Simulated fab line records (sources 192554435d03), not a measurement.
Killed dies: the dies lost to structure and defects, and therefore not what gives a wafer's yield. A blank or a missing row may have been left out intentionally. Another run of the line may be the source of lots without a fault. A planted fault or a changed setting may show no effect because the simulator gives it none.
Which tool is to blame? | flow n5_finfet | 10 lots, 30 wafers sampled, at 5 steps of a route of 1938

WHAT EACH GAUGE READ, for each wafer
N5_BEOL_M4_OCD_MEAS_38. Usual: trench_depth_nm reads 55.6 nm (standard deviation 1.5).
lot  | measured     | on     | trench_depth_nm (nm) | flag
L849 | day 7 16:36  | ocd-02 | 55.3 54.0 55.6       |
L854 | day 8 23:15  | ocd-01 | 57.7 55.5 55.8       |
L858 | day 9 18:13  | ocd-02 | 55.9 56.7 54.3       |
L860 | day 10 10:04 | ocd-02 | 53.5 56.9 56.0       |
L863 | day 11 01:29 | ocd-02 | 54.5 54.4 57.4       |
L861 | day 11 01:29 | ocd-01 | 53.8 55.9 53.7       |
L866 | day 11 22:51 | ocd-02 | 57.1 56.5 56.0       |
L868 | day 12 12:21 | ocd-02 | 55.3 56.1 53.8       |
L871 | day 13 14:09 | ocd-02 | 54.7 58.4 55.0       |
L872 | day 13 14:16 | ocd-01 | 54.1 55.7 55.6       |

N5_BEOL_M4_RC_MEAS_101. Usual: DIBL_N 36.0 mV/V, standard deviation 2.2; DIBL_P 35.9 mV/V, standard deviation 2.6; IOFF_N 0.16 nA/um, standard deviation 0.038; IOFF_P 0.21 nA/um, standard deviation 0.042; ION_N 675 uA/um, standard deviation 15; ION_P 463 uA/um, standard deviation 10; SS_N 71.5 mV/dec, standard deviation 0.62; SS_P 73.2 mV/dec, standard deviation 0.76; VT_N 250 mV, standard deviation 4.1; VT_P -251 mV, standard deviation 3.6.
lot  | measured     | on        | DIBL_N (mV/V)  | DIBL_P (mV/V)  | IOFF_N (nA/um) | IOFF_P (nA/um) | ION_N (uA/um) | ION_P (uA/um) | SS_N (mV/dec)  | SS_P (mV/dec)  | VT_N (mV)   | VT_P (mV)      | flag
L849 | day 7 20:41  | prober-01 | 35.0 32.8 33.8 | 34.6 32.3 32.1 | 0.13 0.11 0.12 | 0.20 0.17 0.16 | 672 658 665   | 464 457 461   | 71.2 70.6 71.6 | 72.7 72.4 72.1 | 250 256 254 | -250 -251 -251 |
L854 | day 9 03:22  | prober-01 | 38.7 36.1 33.1 | 39.3 35.5 32.3 | 0.21 0.16 0.12 | 0.26 0.19 0.16 | 690 675 662   | 471 459 452   | 72.2 72.4 71.2 | 74.5 73.7 72.1 | 245 249 252 | -249 -251 -253 |
L858 | day 9 23:51  | prober-02 | 37.8 35.3 35.8 | 37.3 34.2 33.6 | 0.16 0.12 0.13 | 0.19 0.16 0.15 | 675 644 653   | 459 445 446   | 71.2 70.9 71.9 | 73.3 73.4 72.5 | 252 259 256 | -254 -256 -259 |
L860 | day 10 14:30 | prober-01 | 38.5 32.9 37.7 | 36.9 30.5 36.0 | 0.16 0.09 0.16 | 0.26 0.17 0.25 | 684 639 674   | 475 447 474   | 71.2 70.3 71.4 | 73.7 72.9 73.6 | 248 257 248 | -247 -250 -245 |
L863 | day 11 07:28 | prober-02 | 36.8 37.0 36.8 | 35.6 36.6 36.4 | 0.16 0.16 0.16 | 0.23 0.25 0.24 | 677 671 685   | 467 471 473   | 70.6 71.9 71.2 | 73.3 73.8 72.4 | 249 247 250 | -247 -248 -253 |
L861 | day 11 07:26 | prober-01 | 35.2 34.9 35.5 | 36.6 34.8 36.6 | 0.15 0.14 0.15 | 0.20 0.18 0.20 | 673 681 666   | 460 466 456   | 71.2 71.4 71.6 | 72.6 72.5 73.4 | 249 250 246 | -249 -250 -254 |
L866 | day 12 02:56 | prober-02 | 37.0 37.4 36.6 | 38.5 38.1 36.9 | 0.17 0.20 0.17 | 0.24 0.23 0.22 | 661 697 686   | 456 478 464   | 72.0 71.2 70.7 | 73.5 73.8 72.4 | 246 243 248 | -249 -251 -250 |
L868 | day 12 17:16 | prober-02 | 38.6 39.9 38.5 | 39.0 42.4 39.0 | 0.18 0.22 0.20 | 0.23 0.29 0.25 | 675 696 689   | 464 482 472   | 71.9 72.1 71.6 | 73.4 73.9 73.0 | 249 245 246 | -250 -248 -250 |
L871 | day 13 18:15 | prober-01 | 37.4 33.0 37.6 | 40.0 33.5 40.5 | 0.21 0.14 0.22 | 0.26 0.17 0.25 | 678 679 692   | 458 467 470   | 71.8 71.5 72.9 | 74.5 72.5 74.6 | 242 249 244 | -250 -254 -249 |
L872 | day 13 18:21 | prober-02 | 36.0 35.7 35.6 | 37.0 36.7 37.8 | 0.18 0.18 0.19 | 0.25 0.25 0.28 | 684 693 700   | 464 475 491   | 71.0 71.2 71.5 | 73.4 73.6 74.2 | 245 244 245 | -248 -245 -245 |

WHAT TOOL EACH LOT RAN ON (gives the tool, then ch and the chambers of the sampled wafers, and finally the start)
lot  | N5_BEOL_M4_ETCH_77                 | N5_BEOL_M4_DEGAS_44          | N5_BEOL_M4_SPUTTER_48
L849 | rie_diel-06 ch 1,2, day 7 15:52    | pvd_sputter-02, day 7 16:47  | pvd_sputter-02, day 7 17:40
L854 | rie_diel-04 ch 0,1,2, day 8 21:47  | pvd_sputter-01, day 8 23:43  | pvd_sputter-01, day 9 00:19
L858 | rie_diel-04 ch 2,3, day 9 14:07    | pvd_sputter-03, day 9 18:46  | pvd_sputter-01, day 9 20:57
L860 | rie_diel-01 ch 0,2,3, day 10 04:50 | pvd_sputter-03, day 10 11:03 | pvd_sputter-01, day 10 11:38
L863 | rie_diel-04 ch 1,2,3, day 10 20:17 | pvd_sputter-01, day 11 02:00 | pvd_sputter-03, day 11 04:28
L861 | rie_diel-04 ch 0,3, day 10 21:37   | pvd_sputter-01, day 11 01:50 | pvd_sputter-02, day 11 04:26
L866 | rie_diel-04 ch 0,2,3, day 11 19:55 | pvd_sputter-01, day 11 23:13 | pvd_sputter-01, day 12 00:04
L868 | rie_diel-01 ch 1,2, day 12 08:01   | pvd_sputter-03, day 12 13:32 | pvd_sputter-02, day 12 14:11
L871 | rie_diel-04 ch 0,1,3, day 13 08:42 | pvd_sputter-02, day 13 14:31 | pvd_sputter-03, day 13 15:24
L872 | rie_diel-06 ch 1,2, day 13 12:52   | pvd_sputter-02, day 13 14:38 | pvd_sputter-02, day 13 15:30
- N5_BEOL_M4_ETCH_77: etches underlayer in N2/H2, target depth 6.5 nm, time 5.2 s.
- N5_BEOL_M4_DEGAS_44: time 60 s.
- N5_BEOL_M4_SPUTTER_48: material Cu, target thk 4.5 nm, time 8.29 s.

WHAT THE TOOLS THEMSELVES READ (means of the sampled wafers that have a number; where no wafer has one, the mark that the record gives instead)
N5_BEOL_M4_ETCH_77. Usual: chamber_pressure_mTorr is 30.00 mTorr with standard deviation 0.045, drypump_motor_current_A is 5.7 A with standard deviation 0.33, etch_rf_on_time_s is 5.18 s with standard deviation 0.2, oes_product_au is 0.66 a.u. with standard deviation 0.069, rf_vpp_V is 524.3 V with standard deviation 2.4, showerhead_plenum_p_Torr is 2.55 Torr with standard deviation 0.082, and throttle_valve_pct is 17.84 % with standard deviation 0.25.
lot  | tool        | chamber_pressure_mTorr (mTorr) | drypump_motor_current_A (A) | etch_rf_on_time_s (s) | oes_product_au (a.u.) | rf_vpp_V (V) | showerhead_plenum_p_Torr (Torr) | throttle_valve_pct (%) | flag
L849 | rie_diel-06 | 30.04                          | 5.8                         | 4.89                  | 0.69                  | 525.0        | 2.57                            | 17.91                  |
L854 | rie_diel-04 | 30.01                          | 5.7                         | 5.07                  | 0.65                  | 525.9        | 2.58                            | 17.66                  |
L858 | rie_diel-04 | 30.02                          | 5.7                         | 5.03                  | 0.63                  | 523.7        | 2.57                            | 17.67                  |
L860 | rie_diel-01 | 30.02                          | 5.5                         | 5.17                  | 0.76                  | 525.8        | 2.64                            | 17.96                  |
L863 | rie_diel-04 | 30.06                          | 5.7                         | 5.19                  | 0.61                  | 523.5        | 2.52                            | 17.64                  |
L861 | rie_diel-04 | 29.98                          | 6.2                         | 5.10                  | 0.70                  | 525.3        | 2.54                            | 17.68                  |
L866 | rie_diel-04 | 30.02                          | 5.9                         | 5.07                  | 0.65                  | 524.5        | 2.55                            | 17.68                  |
L868 | rie_diel-01 | 29.98                          | 5.7                         | 5.40                  | 0.71                  | 528.6        | 2.68                            | 18.14                  |
L871 | rie_diel-04 | 29.96                          | 5.9                         | 5.12                  | 0.65                  | 523.5        | 2.50                            | 17.69                  |
L872 | rie_diel-06 | 30.06                          | 5.7                         | 4.88                  | 0.72                  | 524.8        | 2.55                            | 17.85                  |

N5_BEOL_M4_DEGAS_44. Usual: heater_power_w reads 322 W (standard deviation 20).
lot  | tool           | heater_power_w (W) | flag
L849 | pvd_sputter-02 | 332                |
L854 | pvd_sputter-01 | 318                |
L858 | pvd_sputter-03 | 327                |
L860 | pvd_sputter-03 | 339                |
L863 | pvd_sputter-01 | 295                |
L861 | pvd_sputter-01 | 307                |
L866 | pvd_sputter-01 | 329                |
L868 | pvd_sputter-03 | 336                |
L871 | pvd_sputter-02 | 332                |
L872 | pvd_sputter-02 | 317                |

N5_BEOL_M4_SPUTTER_48. Usual: chamber_pressure_pa 0.07 Pa, standard deviation 0.00013; chuck_gas_flow_sccm 1.27 sccm, standard deviation 0.058; throttle_valve_pct 29.8 %, standard deviation 1.2.
lot  | tool           | chamber_pressure_pa (Pa) | chuck_gas_flow_sccm (sccm) | throttle_valve_pct (%) | flag
L849 | pvd_sputter-02 | 0.07                     | 1.29                       | 30.8                   |
L854 | pvd_sputter-01 | 0.07                     | 1.24                       | 29.8                   |
L858 | pvd_sputter-01 | 0.07                     | 1.26                       | 30.8                   |
L860 | pvd_sputter-01 | -                        | -                          | -                      | OFF
L863 | pvd_sputter-03 | -                        | -                          | -                      | OFF
L861 | pvd_sputter-02 | -                        | -                          | -                      | OFF
L866 | pvd_sputter-01 | 0.07                     | 1.27                       | 30.2                   |
L868 | pvd_sputter-02 | 0.07                     | 1.25                       | 28.4                   |
L871 | pvd_sputter-03 | 0.07                     | 1.25                       | 29.5                   |
L872 | pvd_sputter-02 | 0.07                     | 1.27                       | 29.7                   |

THE ANSWER, worked out from the rows above alone
Rule: a lot is off if the mean of its wafers that have a number lies more than 3 standard deviations from the usual mean. A lot without any number at a reading at which 4 lots or more have one is off too. Where the step has rows for the other lots, those lots are counted as sound. First the gauges in route order, then the tools' own readings, where a lot's mean is used as printed above. At the first step where some lot is off, the reading lying furthest off is the one used; lots without a number count as furthest.
Off: L860, L863, L861 (N5_BEOL_M4_SPUTTER_48, chamber_pressure_pa). Without a number there: L860, L863, L861.
If a tool, at that step or one of the process steps before it, ran each lot that is off and ran no sound lot following the first of them, it fits. Of those tried, none fits.

WHAT THE SIMULATOR HAD INSERTED
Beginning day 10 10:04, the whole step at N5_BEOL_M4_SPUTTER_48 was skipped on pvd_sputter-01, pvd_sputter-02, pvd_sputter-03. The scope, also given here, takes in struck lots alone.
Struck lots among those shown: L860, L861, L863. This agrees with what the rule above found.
